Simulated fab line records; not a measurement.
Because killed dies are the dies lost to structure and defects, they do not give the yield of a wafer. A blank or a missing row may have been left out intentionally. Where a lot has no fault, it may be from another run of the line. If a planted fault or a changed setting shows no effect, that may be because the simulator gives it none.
Split-lot trial | flow n5-finfet | 39 wafers read from 7 lots, route of 1938 steps

## SPLIT DETAILS
At N5_FIN_SAQP_HM_DEP_72 (deposits SiO2 from SiH4/N2O, target thk 12 nm, time 7.2 s), the setting time-s was moved away from the recipe's 7.2 s on 12 of the 39 wafers read, by -12.0% to +11.5%. For the rest of the wafers, this setting stayed at what the recipe calls for.

## FROM THE SPLIT TO THE READING: what the file shows between them, 4 steps
- N5_FIN_SAQP_COAT_49: time 60 s, resist thk 100 nm
- N5_FIN_SAQP_COAT_50: time 60 s, resist thk 35 nm
- N5_FIN_SAQP_ETCH_52: etches SOC in N2/H2, target depth 100 nm, overetch 20 nm, time 150 s
- N5_FIN_SAQP_STRIP_53: strips in N2/H2

## THE READING
etch.depth-nm (the simulator's own value, which no gauge read), in nm, at N5_FIN_SAQP_HM_OPEN_73 (chemistry CHF3/O2, target SiO2, stops on a-Si, target depth 12 nm, time 16.8 s). The file gives no usual value for it. Average 11.96 nm, standard deviation 0.24 nm, over the 27 wafers here run with the recipe.

wafer  | tool, chamber at the split | time-s as run, s | against the recipe | etch.depth-nm, nm | against lot-mates on the recipe
L075.1 | pecvd-02, 1                | 8.029            | +11.5%             | 13.35             | +1.30
L075.2 | pecvd-02, 2                | 7.2              | recipe             | 11.92             | -
L075.3 | pecvd-02, 0                | 8.029            | +11.5%             | 13.24             | +1.19
L075.4 | pecvd-02, 2                | 7.2              | recipe             | 12.17             | -
L075.5 | pecvd-02, 0                | 8.029            | +11.5%             | 13.53             | +1.48
L075.6 | pecvd-02, 1                | 7.2              | recipe             | 12.06             | -
L076.1 | pecvd-02, 2                | 7.2              | recipe             | 11.99             | -
L076.2 | pecvd-02, 0                | 7.2              | recipe             | 12.07             | -
L076.3 | pecvd-02, 0                | 7.2              | recipe             | 12.23             | -
L076.4 | pecvd-02, 2                | 7.2              | recipe             | 12.26             | -
L076.5 | pecvd-02, 2                | 7.2              | recipe             | 11.86             | -
L076.6 | pecvd-02, 0                | 7.2              | recipe             | 12.13             | -
L077.1 | pecvd-04, 0                | 7.2              | recipe             | 11.48             | -
L077.5 | pecvd-04, 0                | 7.2              | recipe             | 11.77             | -
L077.6 | pecvd-04, 1                | 7.2              | recipe             | 11.53             | -
L079.1 | pecvd-04, 2                | 7.2              | recipe             | 11.54             | -
L079.2 | pecvd-04, 0                | 6.337            | -12.0%             | 10.01             | -1.69
L079.3 | pecvd-04, 1                | 6.337            | -12.0%             | 10.06             | -1.64
L079.4 | pecvd-04, 1                | 6.337            | -12.0%             | 10.18             | -1.52
L079.5 | pecvd-04, 2                | 7.2              | recipe             | 11.82             | -
L079.6 | pecvd-04, 0                | 7.2              | recipe             | 11.73             | -
L081.1 | pecvd-03, 0                | 7.2              | recipe             | 12.28             | -
L081.2 | pecvd-03, 2                | 7.2              | recipe             | 12.02             | -
L081.3 | pecvd-03, 1                | 6.839            | -5.0%              | 11.62             | -0.62
L081.4 | pecvd-03, 2                | 6.839            | -5.0%              | 11.42             | -0.82
L081.5 | pecvd-03, 1                | 7.2              | recipe             | 12.41             | -
L081.6 | pecvd-03, 0                | 6.839            | -5.0%              | 11.81             | -0.43
L088.1 | pecvd-02, 1                | 7.2              | recipe             | 11.8              | -
L088.2 | pecvd-02, 2                | 7.2              | recipe             | 11.62             | -
L088.3 | pecvd-02, 0                | 7.2              | recipe             | 11.93             | -
L088.4 | pecvd-02, 1                | 7.2              | recipe             | 11.78             | -
L088.5 | pecvd-02, 0                | 7.2              | recipe             | 12.09             | -
L088.6 | pecvd-02, 2                | 7.2              | recipe             | 12.2              | -
L094.1 | pecvd-02, 1                | 7.749            | +7.6%              | 12.69             | +0.59
L094.2 | pecvd-02, 2                | 7.749            | +7.6%              | 12.63             | +0.53
L094.3 | pecvd-02, 0                | 7.749            | +7.6%              | 12.79             | +0.69
L094.4 | pecvd-02, 1                | 7.2              | recipe             | 12.02             | -
L094.5 | pecvd-02, 0                | 7.2              | recipe             | 12.04             | -
L094.6 | pecvd-02, 2                | 7.2              | recipe             | 12.23             | -

FIT RESULTS
A straight line over all 39 wafers: etch.depth-nm changes by +0.129 nm for each +1% of time-s; r = +0.94; the points scatter about the line by 0.26 nm.
The same after taking each lot's own level away (the mean of its wafers on the recipe; 39 wafers): +0.118 nm for each +1%; r = +0.97; scatter 0.17 nm.
That fit puts the effect of the largest move of time-s on the reading at 1.4 nm.
Measured against the standard deviation above, the lots' own levels, which go from 11.593 to 12.237 nm, span 2.6 times it.
So the lot-to-lot level changes the slope little: the two slopes agree.
Check: -1.41 nm against its lot-mates is what the line predicts for one of the wafers moved furthest among these (-12.0%) when that wafer is left out of the fit. It came out at -1.69 nm against them.

## THE WHOLE CHAIN: every reading that the file lists as answering this split, in the file's order
step                   | what it does                                                                   | reading                                                                            | change (the file's fit)               | r (the file's)
N5_FIN_SAQP_HM_DEP_72  | deposits SiO2 from SiH4/N2O, target thk 12 nm, time 7.2 s                      | SiO2_of_FIN_SAQP_HM_DEP_72.thk-nm (the simulator's own value, which no gauge read) | +0.118 nm for each +1% of the setting | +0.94
N5_FIN_SAQP_HM_OPEN_73 | chemistry CHF3/O2, target SiO2, stops on a-Si, target depth 12 nm, time 16.8 s | etch.depth-nm (the simulator's own value, which no gauge read)                     | +0.118 nm for each +1% of the setting | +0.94

## THE FILE'S OWN FIT
etch.depth-nm changes by +0.118 nm for each +1% of time-s, r = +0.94.
